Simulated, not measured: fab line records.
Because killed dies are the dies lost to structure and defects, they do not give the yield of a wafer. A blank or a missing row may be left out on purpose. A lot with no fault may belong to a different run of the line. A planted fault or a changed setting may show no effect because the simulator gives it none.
A struck lot beside a sound one    flow n5 finfet    38 steps out of a route of 1938
Sound: wafers L996.1, L996.3, L996.6. Struck: wafer L998.3 (left out: L998.1, L998.5 of the same lot, which were not struck); the cause appears at the end.
Each step with rows lists, per side, the tool, then ch with its chambers, then its first start. Under that, the readings that differ: sound wafers    struck wafers    difference of the means    sigmas: that difference in standard deviations of wafers without a fault.
alike: readings whose means differ by less than 2 such deviations, and words and numbers that are the same on both sides. not compared: withheld readings, readings that some wafer has no value for, bounds like >300 that may hide the same value, and numbers for which the record gives no deviation and whose values overlap.
A row with sigmas, a row that says differs or no value, or rows on one side alone: a step with any of these is where the two part. Numbers that have no deviation but don't overlap get no sigmas and don't part them. A reading missing from all wafers of one side parts the sides only when that side holds two or more wafers.

first, 8 steps without rows for these wafers: N5_BEOL_M3_ECD_50 (material Cu, target thk 300 nm); N5_BEOL_M3_ANNEAL_51 (time 90 s); N5_BEOL_M3_CMP_52 (polishes, stops on SiOC, t overpolish 6.8 s, target thk 40 nm); N5_BEOL_M3_PRE_CLEAN_60 (time 15 s); N5_BEOL_M3_CO_CAP_55 (material Co, precursor CCTBA/H2, target thk 2 nm, time 102.1 s); N5_BEOL_M3_PRE_CLEAN_56 (time 15 s); N5_BEOL_M3_DEP_57 (deposits SiCN from 3MS/NH3, target thk 8 nm, time 14 s); N5_BEOL_M4_ILD_DEP_00 (deposits SiOC from DEMS/O2, target thk 79 nm, time 15.3 s).
N5_BEOL_M4_PECVD_72: deposits SiO2 from TEOS/O2, target thk 16 nm, time 18 s.
  sound on pecvd-02 ch 0,2, day 11 05:55; struck on pecvd-02 ch 2, day 11 08:54
reading                                     sound         struck  difference  sigmas
model.SiO2_of_BEOL_M4_PECVD_72.thk nm (nm)  16 16.4 16.4  7.4     -8.9        
  alike: heater power w, showerhead plenum p Torr, throttle valve pct
then, 25 steps without rows for these wafers: N5_BEOL_M4_HM_DEP_02 (deposits TiN, target thk 20 nm); N5_BEOL_M4_COAT_61 (time 60 s, resist thk 60 nm); N5_BEOL_M4_COAT_62 (time 60 s, resist thk 12 nm); N5_BEOL_M4_COAT_73 (time 60 s, resist thk 5 nm); N5_BEOL_M4_COAT_05 (resist thk 30 nm); N5_BEOL_M4_EBR_07; N5_BEOL_M4_SOFTBAKE_06 (time 60 s); N5_BEOL_M4_EXPOSE_08 (exposes mask M4); N5_BEOL_M4_PEB_09 (peb time 60 s); N5_BEOL_M4_DEVELOP_10 (develop time 30 s); N5_BEOL_M4_DESCUM_16 (chemistry O2, time 7 s); N5_BEOL_M4_ETCH_74 (etches underlayer in N2/H2, target depth 6.5 nm, time 5.2 s); N5_BEOL_M4_ETCH_63 (etches SiARC in CF4, target depth 15.6 nm, time 26 s); N5_BEOL_M4_ETCH_64 (etches SOC in N2/H2, target depth 75 nm, overetch 22.5 nm, time 121.9 s); N5_BEOL_M4_STRIP_65 (strips in N2/H2); N5_BEOL_M4_STRIP_75 (strips in N2/H2); N5_BEOL_M4_STRIP_66 (strips in CF4); N5_BEOL_M4_HM_OPEN_17 (chemistry Cl2/BCl3, target TiN, target depth 20 nm, overetch 6 nm); N5_BEOL_M4_STRIP_19 (strips in O2); N5_BEOL_M4_COAT_67 (time 60 s, resist thk 60 nm); N5_BEOL_M4_COAT_68 (time 60 s, resist thk 12 nm); N5_BEOL_M4_COAT_76 (time 60 s, resist thk 5 nm); N5_BEOL_M4_COAT_22 (resist thk 30 nm); N5_BEOL_M4_EBR_24; N5_BEOL_M4_SOFTBAKE_23 (time 60 s).
N5_BEOL_M4_HM_STRIP_39: strips TiN in peroxide tin strip, target depth 25 nm, time 158 s.
  sound on wet bench-04 ch 0,1,5, day 11 15:07; struck on wet bench-06 ch 5, day 12 04:04
reading                                     sound           struck  difference  sigmas
model.SiO2_of_BEOL_M4_PECVD_72.thk nm (nm)  15.8 16.4 16.2  7.2     -8.9        
  alike: bath heat duty pct
N5_BEOL_M4_CMP_52: polishes, stops on SiOC, t overpolish 6.8 s, target thk 40 nm.
  sound on cmp-01 ch 0,2,3, day 11 18:36; struck on cmp-04 ch 1, day 12 07:25
reading                       sound           struck  difference  sigmas
barrier field endpoint s (s)  24.7 25.5 24.9  14.1    -10.9       -15
  alike: clearing platen down force psi, motor current A
N5_BEOL_M4_RC_MEAS_101:
  sound on prober-01 ch 0, day 11 19:10; struck on prober-02 ch 0, day 12 07:59
  alike: DIBL_N, DIBL_P, IOFF_N, IOFF_P, ION_N, ION_P, SS_N, SS_P, VT_N, VT_P
-- here the record skips 4 days between the struck wafers' starts before and after, leaving off in module BEOL_M4 and picking up in module PASSIVATION (first step shown: number 1936 of the route) --
N5_PASSIVATION_PROBE_49:
  struck on prober-01, day 16 16:20; sound on prober-01, day 16 11:57
reading          sound     struck  difference  sigmas
killed_at_M4_up  24 15 13  32      +15         +2
  alike: defect limited yield, killed_at_M0_to_M3, killed at contacts, killed at front end, killed at other, killed dies, killed open, killed short, sort_bin_5_function, sort_bin_6_memory, sort_bin_8_speed, sort n pass

## WHERE THEY PART
Earliest at N5_BEOL_M4_CMP_52; latest, in this record, at N5_PASSIVATION_PROBE_49.

WHY: the cause the simulator had injected
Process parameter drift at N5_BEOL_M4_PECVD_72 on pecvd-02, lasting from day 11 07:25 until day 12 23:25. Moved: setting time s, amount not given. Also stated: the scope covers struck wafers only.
